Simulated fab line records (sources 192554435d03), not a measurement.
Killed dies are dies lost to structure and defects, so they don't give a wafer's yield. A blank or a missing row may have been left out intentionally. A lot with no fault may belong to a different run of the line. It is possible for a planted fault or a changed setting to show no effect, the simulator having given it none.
fab line records + flow n5_finfet
record
- lots=4
- wafers=12
- last_day=17
route steps=1938 shown DUMMY_GATE@228 SPACER0@258 SD_EPI_N@262 SD_ACTIVATION@334 BEOL_M4@1111 PASSIVATION@1936
lots with no fault: from the same line, run without faults
start_h: the number of hours between the record's first day and the start of the first shown wafer of the lot + wait_h: how many hours have passed since the lot's step before this one + " repeats the value in the row above + L1.1+2: a row that stands for several wafers + - either no value or no given start + * or withheld: withheld + < > ~ a bound
route shown NAME@n: a module of which the file shows steps, and the number in the route of the first + usual: mean/standard deviation of fault-free wafers + same: alike in all rows + chamber/n: place in a boat + sites: readings site by site + _std_site: the standard deviation of these + _edge_site: the outer-site mean with the inner-site mean subtracted + radius_mm: for every site, how far away it sits from the centre of the wafer + mask NAME#n: copy n + behind: the last tool/chamber to shape the wafer + hold: why the lot went on hold/how many hours it stayed there/how the hold came to an end + device: the n, p or np transistor that did not switch + end of line: tests run on the same wafers once the route is complete + a step given without rows: its recipe and nothing more + killed: count of dies lost to structure and defects at first sort (not the wafer's yield) + map: dies across one wafer; x = killed, . = not, _ = none there
set.NAME: setting as actually run; set.NAME@STEP: the setting as run at that earlier step + model.NAME: the simulator's own value behind a step, which no gauge read
certain route steps with their lots: each step a table, each wafer a row
## steps
# step N5_DUMMY_GATE_EXPOSE_12
# recipe
- mask_id=GATE
- na=0.33
- source_shape=annular
- sigma_inner=0.2
- sigma_outer=0.6
- polarization=unpolarized
- target_cd_nm=25
- dose_mj=34
# step N5_DUMMY_GATE_PEB_13
# recipe
- peb_temp_c=100
- peb_time_s=60
- resist=CAR-EUV
# step N5_DUMMY_GATE_DEVELOP_14
# recipe
- develop_time_s=30
- developer=TMAH
- resist=CAR-EUV
- rinse_liquid=surfactant_rinse
- dry=air_spin
- dev_temp_c=23
# step N5_DUMMY_GATE_DESCUM_20
# recipe
- chemistry=O2
- time_s=6.2
- source_power_w=50
- bias_power_w=20
- pressure_mtorr=20
- rf_frequency_hz=2.712e+07
- temp_c=40
- resist=CAR-EUV
- o2_flow_sccm=225
# step N5_DUMMY_GATE_ETCH_29
# recipe
- chemistry=N2/H2
- target=underlayer
- target_depth_a=130
- ion_energy_ev=200
- pressure_mtorr=30
- source_w=840
- bias_w=150
- n2_flow_sccm=200
- h2_flow_sccm=200
# step N5_DUMMY_GATE_ETCH_36
# recipe
- chemistry=CF4
- target=SiARC
- target_depth_a=130
- pressure_mtorr=40
- source_w=545
- bias_w=36
- Ar_flow_sccm=100
- cf4_flow_sccm=100
- ion_energy_ev=80
# step N5_DUMMY_GATE_ETCH_37
# recipe
- chemistry=N2/H2
- target=SOC
- target_depth_a=600
- overetch_a=300
- temp_c=40
- ion_energy_ev=200
- pressure_mtorr=30
- source_w=840
- bias_w=150
- n2_flow_sccm=200
- h2_flow_sccm=200
# step N5_DUMMY_GATE_STRIP_38
# recipe
- chemistry=N2/H2
- temp_c=40
- n2_flow_sccm=200
- h2_flow_sccm=200
- rf_frequency_hz=6e+07
# step N5_DUMMY_GATE_STRIP_39
# recipe
- chemistry=N2/H2
- temp_c=40
- n2_flow_sccm=200
- h2_flow_sccm=200
- rf_frequency_hz=6e+07
# step N5_DUMMY_GATE_TRIM_49
# recipe
- chemistry=O2
- resist=SOC
- time_s=29
- target_cd_nm=14
- source_power_w=300
- bias_power_w=0
- O2_flow_sccm=100
- temp_c=20
# usual
- drypump_motor_current_A=5.7/0.36
- he_backside_leak_sccm=2.75/0.23
- oes_product_au=0.996/0.02
- throttle_valve_pct=8.19/0.17
| lot.wafer | tool      | chamber | start_h | wait_h | drypump_motor_current_A | he_backside_leak_sccm | oes_product_au | rf_hours_counter_h | throttle_valve_pct |
|-----------|-----------|---------|---------|--------|-------------------------|-----------------------|----------------|--------------------|--------------------|
| L304.1    | rie_si-04 | 1       | 101.86  | 0.0    | 5.3                     | 2.76                  | 1.016          | 160                | 8.29               |
| L304.5    | "         | 1       | "       | "      | 5.3                     | 2.69                  | 1.023          | -                  | 8.28               |
| L304.6    | "         | 0       | "       | "      | 6.1                     | 2.77                  | 1.005          | -                  | 8.16               |
| L309.1    | rie_si-04 | 3       | 134.37  | 0.0    | 5.4                     | 2.58                  | 0.967          | 31                 | 8.01               |
| L309.2    | "         | 0       | "       | "      | 6.1                     | 2.81                  | 0.997          | 100                | 8.17               |
| L309.4    | "         | 2       | "       | "      | 5.8                     | 2.74                  | 0.997          | 99                 | 8.20               |
| L310.1    | rie_si-04 | 2       | 144.49  | 0.0    | 5.8                     | 2.74                  | 0.983          | 99                 | 8.19               |
| L310.2    | "         | 0       | "       | "      | 6.0                     | 2.80                  | 0.976          | 101                | 8.15               |
| L310.4    | "         | 1       | "       | "      | 5.3                     | 2.71                  | 1.016          | 161                | 8.29               |
| L317.1    | rie_si-01 | 2       | 178.63  | 0.0    | 6.1                     | 2.91                  | 0.967          | 182                | 8.55               |
| L317.4    | "         | 3       | "       | "      | 5.5                     | 3.58                  | 1.014          | 155                | 8.40               |
| L317.6    | "         | 0       | "       | "      | 5.0                     | 3.20                  | 0.980          | -                  | 7.97               |
# step N5_DUMMY_GATE_STRIP_40
# recipe
- chemistry=CF4
- resist=SiARC
- power_w=300
- bias_power_w=75
- pressure_mtorr=50
- cf4_flow_sccm=150
- rf_frequency_hz=6e+07
# step N5_DUMMY_GATE_ETCH_31
# recipe
- chemistry=C4F6/O2
- target=SiO2
- mask_material=SOC
- target_depth_a=825
- time_s=27.5
- ion_energy_ev=250
- pressure_mtorr=30
- source_w=345
- bias_w=185
- Ar_flow_sccm=300
- C4F6_flow_sccm=10
- O2_flow_sccm=10
# step N5_DUMMY_GATE_STRIP_41
# recipe
- chemistry=O2
- power_w=400
- temp_c=40
- pressure_mtorr=30
- rf_frequency_hz=6e+07
- bias_power_w=0
- overash_fraction=0.3
- o2_flow_sccm=225
# step N5_DUMMY_GATE_HM_OPEN_21
# recipe
- chemistry=CH3F/O2
- target=SiNx
- target_depth_a=1200
- Ar_flow_sccm=150
- CH3F_flow_sccm=30
- O2_flow_sccm=23
- time_s=171.4
- pressure_mtorr=30
- source_w=395
- bias_w=73
- ion_energy_ev=120.7
# step N5_DUMMY_GATE_ETCH_32
# recipe
- chemistry=CF4
- target=SiO2
- target_depth_a=35
- time_s=3.9
- ion_energy_ev=350
- pressure_mtorr=10
- icp_w=800
- bias_w=400
- cf4_flow_sccm=80
# step N5_DUMMY_GATE_ETCH_23
# recipe
- chemistry=HBr/Cl2/O2
- HBr_flow_sccm=150
- Cl2_flow_sccm=80
- O2_flow_sccm=12
- bias_w=102
- target_depth_a=410
- time_s=22.3
- target=poly-Si
- mask_material=SiO2
- pressure_mtorr=10
- icp_w=800
# step N5_DUMMY_GATE_ETCH_44
# recipe
- chemistry=HBr/O2
- over_etch_frac=0.7
- target_depth_a=1275
- stop_on=SiO2
- ion_energy_ev=60
- bias_w=20
- target=poly-Si
- mask_material=SiO2
- pressure_mtorr=20
- icp_w=400
- HBr_flow_sccm=120
- O2_flow_sccm=10
# step N5_DUMMY_GATE_ETCH_42
# recipe
- chemistry=CHF3/O2
- target=SiO2
- target_depth_a=35
- time_s=31
- ion_energy_ev=30
- bias_w=12
- pressure_mtorr=30
- source_w=600
- Ar_flow_sccm=200
- CHF3_flow_sccm=50
- O2_flow_sccm=5
# step N5_DUMMY_GATE_STRIP_48
# recipe
- chemistry=N2/H2
- time_s=20
- power_w=100
- temp_c=40
- pressure_mtorr=100
- rf_frequency_hz=6e+07
- bias_power_w=3
- n2_flow_sccm=300
- h2_flow_sccm=300
# step N5_DUMMY_GATE_PRECLEAN_33
# recipe
- chemistry=dHF
- time_s=10
- dilution=750:1
- temp_c=25
# step N5_DUMMY_GATE_PRECLEAN_25
# recipe
- chemistry=O3/DIW
- time_s=45
- temp_c=22
- o3_ppm=10
# step N5_DUMMY_GATE_PRECLEAN_51
# recipe
- chemistry=SC2
- time_s=45
- temp_c=35
- mix=1:1:50
# step N5_DUMMY_GATE_SRD_26
# recipe
- dry=ipa_marangoni
- time_s=30
- temp_c=23
- rinse_liquid=diw
# step N5_DUMMY_GATE_UV_OZONE_45
# recipe
- time_s=120
- pressure_torr=760
- temp_c=25
# step N5_DUMMY_GATE_INSPECT_27
# recipe
- inspect_instrument=brightfield
- mode=aei
# usual
- raw_defect_count=311/80
| lot.wafer | tool              | chamber | start_h | wait_h | raw_defect_count |
|-----------|-------------------|---------|---------|--------|------------------|
| L304.1    | defect_inspect-02 | -       | 102.79  | 0.0    | 330              |
| L304.5    | "                 | -       | "       | "      | 408              |
| L304.6    | "                 | -       | "       | "      | 345              |
| L309.1    | defect_inspect-02 | -       | 135.37  | 0.0    | 332              |
| L309.2    | "                 | -       | "       | "      | 837              |
| L309.4    | "                 | -       | "       | "      | 589              |
| L310.1    | defect_inspect-02 | -       | 145.43  | 0.0    | 218              |
| L310.2    | "                 | -       | "       | "      | 638              |
| L310.4    | "                 | -       | "       | "      | 230              |
| L317.1    | defect_inspect-01 | -       | 179.56  | 0.0    | 316              |
| L317.4    | "                 | -       | "       | "      | 383              |
| L317.6    | "                 | -       | "       | "      | 319              |
# step N5_SPACER0_ALD_07
# recipe
- material=SiNx
- target_thk_a=20
- temp_c=400
- ald_precursor_family=SiH2I2
- ald_co_reactant=N2/H2-plasma
- pressure_torr=2
# step N5_SPACER0_ALD_00
# recipe
- material=SiOCN
- target_thk_a=35
- temp_c=400
- ald_precursor_family=alkyl-aminosilane
- ald_co_reactant=O2/N2-plasma
- pulse_time_s=3
- purge_time_s=2
- co_reactant_purge_time_s=2
- ald_cycles=58
- pressure_torr=2
# step N5_SPACER0_ALD_08
# recipe
- material=SiNx
- target_thk_a=20
- temp_c=400
- ald_precursor_family=SiH2I2
- ald_co_reactant=N2/H2-plasma
- pressure_torr=2
# step N5_SPACER0_INSPECT_04
# recipe
- inspect_instrument=darkfield
- mode=post_dep
# usual
- raw_defect_count=138/32
| lot.wafer | tool              | chamber | start_h | wait_h | raw_defect_count |
|-----------|-------------------|---------|---------|--------|------------------|
| L304.1    | defect_inspect-01 | -       | 103.39  | 0.1    | 147              |
| L304.5    | "                 | -       | "       | "      | 193              |
| L304.6    | "                 | -       | "       | "      | 161              |
| L309.1    | defect_inspect-02 | -       | 135.98  | 0.1    | 132              |
| L309.2    | "                 | -       | "       | "      | 581              |
| L309.4    | "                 | -       | "       | "      | 226              |
| L310.1    | defect_inspect-02 | -       | 146.03  | 0.1    | 108              |
| L310.2    | "                 | -       | "       | "      | 538              |
| L310.4    | "                 | -       | "       | "      | 91               |
| L317.1    | defect_inspect-02 | -       | 180.16  | 0.1    | 129              |
| L317.4    | "                 | -       | "       | "      | 182              |
| L317.6    | "                 | -       | "       | "      | 132              |
# step N5_SD_EPI_N_COAT_32
# recipe
- resist=SOC
- temp_c=250
- time_s=60
- spin_rpm=1500
- resist_thk_nm=350
# step N5_SD_EPI_N_COAT_33
# recipe
- resist=SiARC
- temp_c=220
- time_s=60
- spin_rpm=1500
- resist_thk_nm=35
# step N5_SD_EPI_N_COAT_03
# recipe
- resist=CAR-ArF-block
- spin_rpm=1500
- resist_thk_nm=150
# step N5_SD_EPI_N_EBR_05
# recipe
- solvent=PGMEA
- ebr_width_mm=1.5
# step N5_SD_EPI_N_SOFTBAKE_04
# recipe
- temp_c=110
- time_s=60
- resist=CAR-ArF-block
# step N5_SD_EPI_N_EXPOSE_06
# recipe
- mask_id=SD_N_BLK
- na=1.35
- source_shape=conventional
- sigma_outer=0.8
- polarization=unpolarized
- target_cd_nm=120
- dose_mj=39.75
# step N5_SD_EPI_N_PEB_07
# recipe
- peb_temp_c=110
- peb_time_s=60
- resist=CAR-ArF-block
# step N5_SD_EPI_N_DEVELOP_08
# recipe
- develop_time_s=30
- developer=TMAH
- resist=CAR-ArF-block
- dev_temp_c=23
- rinse_liquid=diw
- dry=air_spin
# step N5_SD_EPI_N_INSPECT_11
# recipe
- mode=adi
- inspect_instrument=macro
# usual
- raw_defect_count=2.1/1.5
| lot.wafer | tool              | chamber | start_h | wait_h | raw_defect_count |
|-----------|-------------------|---------|---------|--------|------------------|
| L304.1    | defect_inspect-01 | -       | 103.72  | 0.0    | 0                |
| L304.5    | "                 | -       | "       | "      | 1                |
| L304.6    | "                 | -       | "       | "      | 1                |
| L309.1    | defect_inspect-02 | -       | 136.43  | 0.0    | 1                |
| L309.2    | "                 | -       | "       | "      | >300             |
| L309.4    | "                 | -       | "       | "      | 2                |
| L310.1    | defect_inspect-02 | -       | 146.49  | 0.0    | 1                |
| L310.2    | "                 | -       | "       | "      | >300             |
| L310.4    | "                 | -       | "       | "      | 1                |
| L317.1    | defect_inspect-02 | -       | 180.49  | 0.0    | 2                |
| L317.4    | "                 | -       | "       | "      | 4                |
| L317.6    | "                 | -       | "       | "      | 5                |
# step N5_SD_EPI_N_INSPECT_26
# recipe
- inspect_instrument=darkfield
- mode=post_epi
# usual
- raw_defect_count=208/43
| lot.wafer | tool              | chamber | start_h | wait_h | raw_defect_count |
|-----------|-------------------|---------|---------|--------|------------------|
| L304.1    | defect_inspect-02 | -       | 107.70  | 0.1    | 216              |
| L304.5    | "                 | -       | "       | "      | 266              |
| L304.6    | "                 | -       | "       | "      | 290              |
| L309.1    | defect_inspect-01 | -       | 140.72  | 0.1    | 204              |
| L309.2    | "                 | -       | "       | "      | 605              |
| L309.4    | "                 | -       | "       | "      | 251              |
| L310.1    | defect_inspect-01 | -       | 150.48  | 0.1    | 149              |
| L310.2    | "                 | -       | "       | "      | 604              |
| L310.4    | "                 | -       | "       | "      | 136              |
| L317.1    | defect_inspect-01 | -       | 186.56  | 0.1    | 176              |
| L317.4    | "                 | -       | "       | "      | 215              |
| L317.6    | "                 | -       | "       | "      | 182              |
# step N5_SD_ACTIVATION_INSPECT_02
# recipe
- inspect_instrument=darkfield
- mode=post_anneal
# usual
- raw_defect_count=188/39
| lot.wafer | tool              | chamber | start_h | wait_h | raw_defect_count |
|-----------|-------------------|---------|---------|--------|------------------|
| L304.1    | defect_inspect-01 | -       | 112.93  | 0.2    | 164              |
| L304.5    | "                 | -       | "       | "      | 200              |
| L304.6    | "                 | -       | "       | "      | 214              |
| L309.1    | defect_inspect-02 | -       | 145.56  | 0.2    | 197              |
| L309.2    | "                 | -       | "       | "      | 626              |
| L309.4    | "                 | -       | "       | "      | 299              |
| L310.1    | defect_inspect-02 | -       | 155.45  | 0.2    | 181              |
| L310.2    | "                 | -       | "       | "      | 601              |
| L310.4    | "                 | -       | "       | "      | 115              |
| L317.1    | defect_inspect-02 | -       | 191.69  | 0.2    | 171              |
| L317.4    | "                 | -       | "       | "      | 209              |
| L317.6    | "                 | -       | "       | "      | 245              |
# step N5_BEOL_M4_RC_MEAS_101
# usual
- DIBL_N=36.2/2.4
- DIBL_P=36.2/2.6
- IOFF_N=0.16/0.045
- IOFF_P=0.21/0.046
- ION_N=674/17
- ION_P=463/11
- SS_N=71.5/0.77
- SS_P=73.1/0.76
- VT_N=250/3.9
- VT_P=-250/3.9
| lot.wafer | tool      | chamber | start_h | wait_h | DIBL_N[mV/V] | DIBL_P[mV/V] | IOFF_N[nA/um] | IOFF_P[nA/um] | ION_N[uA/um] | ION_P[uA/um] | SS_N[mV/dec] | SS_P[mV/dec] | VT_N[mV] | VT_P[mV] |
|-----------|-----------|---------|---------|--------|--------------|--------------|---------------|---------------|--------------|--------------|--------------|--------------|----------|----------|
| L304.1    | prober-01 | 0       | 243.51  | 0.0    | 43.0         | 42.0         | 0.30          | 0.27          | 683          | 451          | 74.0         | 74.6         | 245      | -248     |
| L304.5    | "         | 0       | "       | "      | 36.3         | 36.4         | 0.15          | 0.18          | 673          | 452          | 71.5         | 73.3         | 251      | -256     |
| L304.6    | "         | 0       | "       | "      | 40.4         | 40.8         | 0.25          | 0.26          | 720          | 485          | 71.9         | 74.6         | 244      | -249     |
| L309.1    | prober-01 | 0       | 254.27  | 0.0    | 35.3         | 34.0         | 0.14          | 0.22          | 650          | 454          | 71.3         | 72.9         | 250      | -247     |
| L309.2    | "         | 0       | "       | "      | 39.0         | 38.5         | 0.20          | 0.29          | 694          | 482          | 72.2         | 74.0         | 246      | -244     |
| L309.4    | "         | 0       | "       | "      | 36.6         | 35.7         | 0.16          | 0.24          | 672          | 466          | 72.1         | 74.0         | 251      | -247     |
| L310.1    | prober-01 | 0       | 257.21  | 0.0    | 36.0         | 37.3         | 0.17          | 0.20          | 686          | 468          | 71.7         | 73.6         | 249      | -251     |
| L310.2    | "         | 0       | "       | "      | 36.3         | 37.7         | 0.18          | 0.22          | 674          | 458          | 72.0         | 73.1         | 248      | -251     |
| L310.4    | "         | 0       | "       | "      | 33.8         | 34.3         | 0.12          | 0.16          | 655          | 454          | 71.3         | 73.0         | 255      | -255     |
| L317.1    | prober-02 | 0       | 309.30  | 0.0    | 35.2         | 35.1         | 0.15          | 0.21          | 679          | 465          | 72.0         | 73.7         | 249      | -250     |
| L317.4    | "         | 0       | "       | "      | 32.8         | 33.1         | 0.10          | 0.18          | 656          | 462          | 71.3         | 72.2         | 255      | -251     |
| L317.6    | "         | 0       | "       | "      | 33.7         | 34.3         | 0.12          | 0.20          | 656          | 460          | 71.1         | 72.1         | 253      | -251     |
# step N5_PASSIVATION_PROBE_49
# usual
- defect_limited_yield=91.2/1.4
- killed_at_M0_to_M3=33/9.5
- killed_at_M4_up=13/4.7
- killed_at_contacts=11/5.3
- killed_at_front_end=42/12
- killed_at_other=5/3.3
- killed_dies=104/17
- killed_open=67/12
- killed_short=33/7.7
- sort_bin_4_leakage=0.01/0.058
- sort_bin_5_function=5.1/0.94
- sort_bin_6_memory=3.3/0.67
- sort_n_pass=1074/24
- sort_yield_pct=91.1/2
# same
- gross_dies=1180
- killed_at_back_side=0
- sort_bin_8_speed[%]=0
| lot.wafer | tool      | chamber | start_h | wait_h | defect_limited_yield[%] | killed_at_M0_to_M3 | killed_at_M4_up | killed_at_contacts | killed_at_front_end | killed_at_other | killed_dies | killed_open | killed_short | sort_bin_4_leakage[%] | sort_bin_5_function[%] | sort_bin_6_memory[%] | sort_n_pass | sort_yield_pct[%] |
|-----------|-----------|---------|---------|--------|-------------------------|--------------------|-----------------|--------------------|---------------------|-----------------|-------------|-------------|--------------|-----------------------|------------------------|----------------------|-------------|-------------------|
| L309.1    | prober-01 | -       | 376.64  | 0.0    | 89.2                    | 52                 | 18              | 8                  | 46                  | 4               | 128         | 76          | 45           | 0                     | 5.8                    | 4.1                  | 1052        | 89.2              |
| L309.2    | prober-01 | -       | 376.69  | 0.1    | 84.7                    | 37                 | 7               | 9                  | 127                 | 1               | 181         | 45          | 29           | 0                     | 9.5                    | 4.1                  | 999         | 84.7              |
| L309.4    | prober-01 | -       | 376.79  | 0.2    | 90.5                    | 39                 | 10              | 6                  | 53                  | 4               | 112         | 75          | 37           | 0                     | 5.3                    | 4.0                  | 1068        | 90.5              |
| L310.1    | prober-02 | -       | 388.04  | 0.0    | 92.5                    | 22                 | 15              | 5                  | 44                  | 2               | 88          | 56          | 25           | 0                     | 4.0                    | 2.6                  | 1092        | 92.5              |
| L310.2    | prober-02 | -       | 388.09  | 0.1    | 83.9                    | 33                 | 10              | 3                  | 136                 | 8               | 190         | 54          | 29           | 0                     | 10.2                   | 4.4                  | 990         | 83.9              |
| L310.4    | prober-02 | -       | 388.19  | 0.2    | 91.2                    | 19                 | 16              | 9                  | 40                  | 20              | 104         | 59          | 42           | 0                     | 4.5                    | 3.7                  | 1076        | 91.2              |
| L317.1    | prober-01 | -       | 419.00  | 0.0    | 91.7                    | 24                 | 14              | 17                 | 34                  | 9               | 98          | 63          | 34           | 0                     | 4.9                    | 3.2                  | 1082        | 91.7              |
| L317.4    | prober-01 | -       | 419.15  | 0.2    | 89.7                    | 17                 | 12              | 14                 | 68                  | 10              | 121         | 88          | 33           | 0                     | 5.8                    | 3.9                  | 1059        | 89.7              |
| L317.6    | prober-01 | -       | 419.25  | 0.3    | 90.8                    | 39                 | 4               | 21                 | 39                  | 6               | 109         | 65          | 42           | 0                     | 6.0                    | 2.9                  | 1071        | 90.8              |
# killed by level:class
L309.1 BEOL_M0_SAQP:geometric_particle:open=20 BEOL_M0_SAQP:geometric_particle:short=13 MOL_CONTACT_COAG:geometric_particle:open=7 HKMG_FIN:area_etch=7 FIN_SAQP:geometric_particle:open=6 GATE_CUT:geometric_particle:short=6 BEOL_M1:geometric_particle:open=6 BEOL_M4:geometric_particle:open=6
L309.2 DUMMY_GATE:unspecified=107 BEOL_M2:geometric_particle:open=8 MOL_CONTACT_COAG:geometric_particle:open=6 BEOL_M0_SAQP:geometric_particle:short=6 BEOL_M1:geometric_particle:open=5 BEOL_M1:geometric_particle:short=5 STI_FIN_REVEAL:geometric_particle:open=4 BEOL_M0_SAQP:geometric_particle:open=4
L309.4 FIN_SAQP:geometric_particle:short=13 BEOL_M0_SAQP:geometric_particle:open=13 FIN_SAQP:geometric_particle:open=12 BEOL_M2:geometric_particle:open=10 DUMMY_GATE:geometric_particle:open=7 STARTING-WAFER:geometric_particle:open=6 BEOL_M4:geometric_particle:open=5 MOL_CONTACT_COAG:geometric_particle:open=5
L310.1 BEOL_M4:geometric_particle:open=9 HKMG_FIN:area_etch=7 STI_FIN_REVEAL:geometric_particle:open=6 BEOL_M0_SAQP:geometric_particle:short=6 BEOL_M3:geometric_particle:open=6 STARTING-WAFER:geometric_particle:open=5 DUMMY_GATE:geometric_particle:open=5 MOL_CONTACT_COAG:geometric_particle:open=5
L310.2 DUMMY_GATE:unspecified=105 BEOL_M2:geometric_particle:open=10 BEOL_M1:geometric_particle:open=7 GATE_CUT:geometric_particle:short=6 BEOL_M0_SAQP:geometric_particle:short=5 BEOL_M4:geometric_particle:open=5 STARTING-WAFER:geometric_particle:open=5 FIN_SAQP:geometric_particle:open=4
L310.4 FIN_SAQP:geometric_particle:open=11 PASS1_CAP:geometric_particle:open=9 GATE_CUT:geometric_particle:short=8 MOL_CONTACT_COAG:geometric_particle:open=6 FIN_SAQP:geometric_particle:short=5 STI_FIN_REVEAL:geometric_particle:open=5 BEOL_M4:geometric_particle:open=4 BEOL_M1:geometric_particle:open=4
L317.1 MOL_CONTACT_COAG:geometric_particle:open=14 FIN_SAQP:geometric_particle:short=9 STI_FIN_REVEAL:geometric_particle:open=8 BEOL_M4:geometric_particle:open=7 DUMMY_GATE:geometric_particle:open=5 BEOL_M0_SAQP:geometric_particle:open=5 BEOL_M0_SAQP:geometric_particle:short=4 BEOL_M2:geometric_particle:open=4
L317.4 STI_FIN_REVEAL:geometric_particle:open=27 FIN_SAQP:geometric_particle:open=12 MOL_CONTACT_COAG:geometric_particle:open=12 FIN_SAQP:geometric_particle:short=7 BEOL_M0_SAQP:geometric_particle:open=6 STI_FIN_REVEAL:geometric_particle:short=5 MIM_TOP:geometric_particle:open=5 BEOL_M0_SAQP:geometric_particle:short=5
L317.6 MOL_CONTACT_COAG:geometric_particle:open=19 BEOL_M0_SAQP:geometric_particle:short=19 BEOL_M0_SAQP:geometric_particle:open=12 STI_FIN_REVEAL:geometric_particle:open=8 FIN_SAQP:geometric_particle:open=6 BEOL_M3:geometric_particle:open=5 STARTING-WAFER:geometric_particle:short=5 FIN_SAQP:geometric_particle:short=4
# map L309.2 (x killed, . not)
_________________............________________
______________.................._____________
___________....x...x.....x.........__________
__________............x........x...._________
________x........................xxxx._______
_______.........x..xx..........xxxxxxxx______
______x...........x.............xxxxxxxx_____
_____.....x...................xxxxxxxxxxx____
____......................xx..xxxxxxxxxxxx___
___...........x................xxxxxxxxxxxx__
___.....x...................xxxxxxxxxxxxxxx__
__..x..............x...........x.xxxxxxxxxxx_
__...................x.........x.xxxxxxxx.x._
_.............................x.x.xxxxx.x.x..
_.x..x........x......................xx.....x
_.....x..........................x.....x.....
_x.............x............x.....x.....x.x..
_...........x.............x........x.........
_............x............................x..
_..x....x...x.................x........x.....
_..x.......x.....x..........x................
__......x.............................xx...._
__....x....xx.......x......................._
___....................x...............x...__
___..................x...................x.__
____........x.............................___
_____........x......x.x...............x..____
______.................................._____
_______................x.x..........x..______
________x..x..............x...x.x....._______
__________.........x...x...........x_________
___________.............x.x......x.__________
______________......x..........x_____________
_________________............________________
# map L310.2 (x killed, . not)
_________________..........x.________________
______________.....x...x.x......_____________
___________.....................x..__________
__________x....x....x..............._________
________....x......x............xxxx.._______
_______......x........x...........xxxxx______
______...x.................x....xxxxxxx._____
_____....x......x..........x....xxxxxxxxx____
____..................x.......xx.xxxxxxxxx___
___.................x.........xxxxxxxxxxxxx__
___.....x.........x....x......x.xxxxxxxxxxx__
__.......x........x.x..........xxxxxxxxxxxx._
__..x.......x.................x.xxxxxxxxx..x_
_....x...x......................x.xxxxxxxxx..
_..x..............x.x..........xxxx..xx..x...
_..............x...........x.x...xx.x........
_..x.....................x..x............x...
_............................................
_............................................
_.......x..............xx.......x....x.....x.
_...x.........x...................xx.x.......
__..........................xx....x.......x._
__................x...........x............._
___......................x.................__
___..x.....................................__
____..........xxx...................xx....___
_____..x..x.......................x......____
______x.x..................x............_____
_______..........xx......x.............______
________........x..x..............x..._______
__________.x.........xx............._________
___________x...x....x.....x........__________
______________.x.xx.......x....._____________
_________________............________________
## key
first_sign
- step=N5_DUMMY_GATE_INSPECT_27
- reading=raw_defect_count
- direction=up
- sigmas=5.3
- usual=311
- struck=738
effect
- step=N5_SPACER0_INSPECT_04
- reading=raw_defect_count
- direction=up
- sigmas=13
- usual=138
- struck=560
effect
- step=N5_SD_EPI_N_INSPECT_11
- reading=raw_defect_count
- direction=up
- sigmas=99+
- usual=2.1
- struck=>300
effect
- step=N5_SD_EPI_N_INSPECT_26
- reading=raw_defect_count
- direction=up
- sigmas=9.3
- usual=208
- struck=604
effect
- step=N5_SD_ACTIVATION_INSPECT_02
- reading=raw_defect_count
- direction=up
- sigmas=11
- usual=188
- struck=614
effect
- step=N5_PASSIVATION_PROBE_49
- reading=killed_at_front_end
- direction=up
- sigmas=7.2
- usual=42
- struck=132
more_kills_born_at
- N5_DUMMY_GATE_TRIM_49@rie_si-04=212
met_at N5_DUMMY_GATE_TRIM_49
struck_wafers L309.2,L310.2
onset_between 101.86 134.37
fault
- kind=chamber_particle_source
- tool=rie_si-04
- chamber=0
- onset_h=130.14
- steps=N5_DUMMY_GATE_TRIM_49
- rate_per_visit_cm2=0.67253
- end_h=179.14
